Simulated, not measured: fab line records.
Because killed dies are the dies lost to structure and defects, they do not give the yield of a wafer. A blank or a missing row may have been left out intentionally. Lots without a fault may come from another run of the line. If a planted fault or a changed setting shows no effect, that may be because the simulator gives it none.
Chamber matching | flow n5-finfet | N5_GATE_CUT_HM_OPEN_40 on rie-diel-01 has 4 sister chambers
The step chemistry C4F6/O2, target SiO2, target depth 139 nm, time 85.1 s. 20 wafers are shown with their chamber, then 10 later ones without.

== WAFERS, EACH WITH ITS CHAMBER ==
wafer  | chamber | drypump-motor-current-A (A) | throttle-valve-pct (%) | rf-vpp-V (V)
L075.4 | 1       | 5.2                         | 21.1                   | 649
L075.5 | 3       | 6.4                         | 20.9                   | 674
L075.6 | 0       | 4.7                         | 20.7                   | 656
L076.2 | 0       | 4.8                         | 20.7                   | 655
L076.3 | 3       | 6.4                         | 20.9                   | 675
L076.4 | 1       | 5.2                         | 21.1                   | 647
L078.1 | 0       | 4.7                         | 20.7                   | 655
L078.4 | 1       | 5.2                         | 21.1                   | 648
L078.6 | 0       | 4.8                         | 20.7                   | 655
L082.3 | 3       | 6.4                         | 20.9                   | 673
L082.4 | 2       | 6.1                         | 20.4                   | 663
L082.5 | 3       | 6.4                         | 20.9                   | 674
L085.2 | 1       | 5.2                         | 21.1                   | 648
L085.5 | 2       | 6.1                         | 20.4                   | 661
L085.6 | 3       | 6.4                         | 20.9                   | 673
L088.1 | 1       | 5.2                         | 21.1                   | 648
L088.3 | 0       | 4.8                         | 20.8                   | 655
L088.4 | 2       | 6.1                         | 20.4                   | 660
L092.1 | 0       | 4.8                         | 20.8                   | 655
L092.2 | 2       | 6.1                         | 20.4                   | 661

SIGNATURES (means of the wafers above)
reading                 | chamber 0 | chamber 1 | chamber 2 | chamber 3 | scatter within a chamber
drypump-motor-current-A | 4.767     | 5.200     | 6.100     | 6.400     | 0.0289
throttle-valve-pct      | 20.733    | 21.100    | 20.400    | 20.900    | 0.0289
rf-vpp-V                | 655.17    | 648.00    | 661.25    | 673.80    | 0.806
Rule: a wafer lies at a distance from a chamber equal to the root of the sum of squares, over the readings, of (its reading less the chamber's mean, divided by the reading's scatter). If the next closest chamber is less than 2 further off than the closest, the wafer can't be placed; otherwise it belongs to the closest. The scatter: the root of (the sum of the squares of (reading less its chamber's mean) over the shown wafers, divided by (wafers less chambers)).

== WAFERS MISSING THEIR CHAMBER ==
wafer  | drypump-motor-current-A (A) | throttle-valve-pct (%) | rf-vpp-V (V)
L092.3 | 5.2                         | 21.1                   | 647
L093.3 | 6.1                         | 20.4                   | 661
L093.4 | 5.2                         | 21.1                   | 648
L093.6 | 4.8                         | 20.8                   | 655
L095.2 | 6.1                         | 20.4                   | 662
L095.3 | 6.4                         | 20.9                   | 674
L095.4 | 4.8                         | 20.8                   | 654
L096.2 | 6.1                         | 20.4                   | 662
L096.4 | 6.4                         | 20.9                   | 675
L096.6 | 5.2                         | 21.2                   | 648

== THE CHAMBER EACH PASSED THROUGH ==
wafer  | from the rows above | in truth
L092.3 | 1                   | 1
L093.3 | 2                   | 2
L093.4 | 1                   | 1
L093.6 | 0                   | 0
L095.2 | 2                   | 2
L095.3 | 3                   | 3
L095.4 | 0                   | 0
L096.2 | 2                   | 2
L096.4 | 3                   | 3
L096.6 | 1                   | 1
Placed correctly: 10 of 10. Not placeable from these rows: 0. Placed wrongly: 0.
